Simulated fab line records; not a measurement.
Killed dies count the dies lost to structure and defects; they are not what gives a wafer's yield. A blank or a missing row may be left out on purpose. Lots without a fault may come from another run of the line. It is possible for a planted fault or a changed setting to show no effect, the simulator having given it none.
A struck lot beside a sound one | flow n5Finfet | 15 out of 1938 route steps
Sound: the wafers L535.2, L535.4, L535.5. Struck: wafer L545.6 (L545.2, L545.4, from the same lot, were not struck and are left out); the cause is given at the end.
For every step that has rows: the tool of each side, followed by ch and its chambers, followed by its first start. Under that, the readings that differ: sound wafers | struck wafers | difference of the means | sigmas: that difference in standard deviations of wafers without a fault.
alike: readings whose means differ by less than 2 such deviations, and words and numbers that are the same on both sides. not compared: withheld readings, readings that some wafer has no value for, bounds like >300 that may hide the same value, and numbers for which the record gives no deviation and whose values overlap.
Wherever a step has rows on one side only, a row that says differs or no value, or a row with sigmas, the two part there. Numbers that have no deviation but don't overlap get no sigmas and don't part them. A reading that every wafer of one side lacks parts them only if that side has two wafers or more.

first, 8 steps without rows for these wafers: N5_BEOL_M5_COAT_60 (time 60 s, resist thk 12 nm); N5_BEOL_M5_COAT_71 (time 60 s, resist thk 5 nm); N5_BEOL_M5_COAT_05 (resist thk 30 nm); N5_BEOL_M5_EBR_07; N5_BEOL_M5_SOFTBAKE_06 (time 60 s); N5_BEOL_M5_EXPOSE_08 (exposes mask M5, target cd 28 nm); N5_BEOL_M5_PEB_09 (peb time 60 s); N5_BEOL_M5_DEVELOP_10 (develop time 30 s).
N5_BEOL_M5_CD_MEAS_11: the cd target is 27.74 nm.
  sound on cdSem-03 ch 0, day 9 11:22; struck on cdSem-01 ch 0, day 11 16:55
reading   | sound          | struck | difference | sigmas
cdNm (nm) | 27.7 27.3 27.3 | 28.2   | +0.8       | +2
N5_BEOL_M5_OVL_MEAS_12:
  sound on overlay-02 ch 0, day 9 11:25; struck on overlay-02 ch 0, day 11 16:56
  alike: M5_OVL
N5_BEOL_M5_INSPECT_13: inspects for defects (brightfield).
  sound on defectInspect-02, day 9 11:28; struck on defectInspect-01, day 11 16:59
reading        | sound       | struck | difference | sigmas
rawDefectCount | 268 237 288 | 666    | +402       | +3
N5_BEOL_M5_DESCUM_16: chemistry O2, time 7 s.
  sound on rieDiel-02 ch 1,3, day 9 11:37; struck on rieDiel-03 ch 1, day 11 17:07
  alike: biasPowerW, drypumpMotorCurrentA, oesProductAu, rfVppV, showerheadPlenumPTorr, throttleValvePct
  not compared: rfHoursCounterH
N5_BEOL_M5_ETCH_72: etches underlayer in N2/H2, target depth 6.5 nm, time 5.2 s.
  sound on rieDiel-02 ch 1,3, day 9 11:40; struck on rieDiel-03 ch 1, day 11 17:09
reading    | sound             | struck | difference | sigmas
biasW (W)  | 151.1 150.7 150.6 | 140.9  | -9.9       | -24
rfVppV (V) | 522.8 523.3 520.5 | 500.5  | -21.7      | -9
  alike: drypumpMotorCurrentA, etchRfOnTimeS, n2FlowSccm, oesProductAu, showerheadPlenumPTorr, throttleValvePct
  not compared: rfHoursCounterH
N5_BEOL_M5_ETCH_61: etches SiARC in CF4, target depth 15.6 nm, time 26 s.
  sound on rieDiel-02 ch 1,3, day 9 11:40; struck on rieDiel-03 ch 1, day 11 17:10
  alike: biasW, drypumpMotorCurrentA, etchRfOnTimeS, mfcArSccm, oesProductAu, rfVppV, showerheadPlenumPTorr, throttleValvePct
  not compared: rfHoursCounterH
-- the record jumps here: 4 days lie between the struck wafers' starts before and after (it left off in module BEOL_M5 and takes up again in module PASSIVATION, whose first step shown is number 1936 of the route) --
N5_PASSIVATION_PROBE_49:
  sound on prober-01, day 13 19:40; struck on prober-02, day 15 23:28
  alike: defectLimitedYield, killed_at_M0_to_M3, killed_at_M4_up, killedAtContacts, killedAtFrontEnd, killedAtOther, killedDies, killedOnRim, killedOpen, killedShort, sort_bin_5_function, sort_bin_6_memory, sortNPass, sortYieldPct

== WHERE THEY PART ==
At N5_BEOL_M5_CD_MEAS_11 first; at N5_BEOL_M5_ETCH_72 last (within this record only). Later steps at which nothing parts them and some readings are alike: N5_BEOL_M5_ETCH_61, N5_PASSIVATION_PROBE_49.

WHY: what the simulator had put in
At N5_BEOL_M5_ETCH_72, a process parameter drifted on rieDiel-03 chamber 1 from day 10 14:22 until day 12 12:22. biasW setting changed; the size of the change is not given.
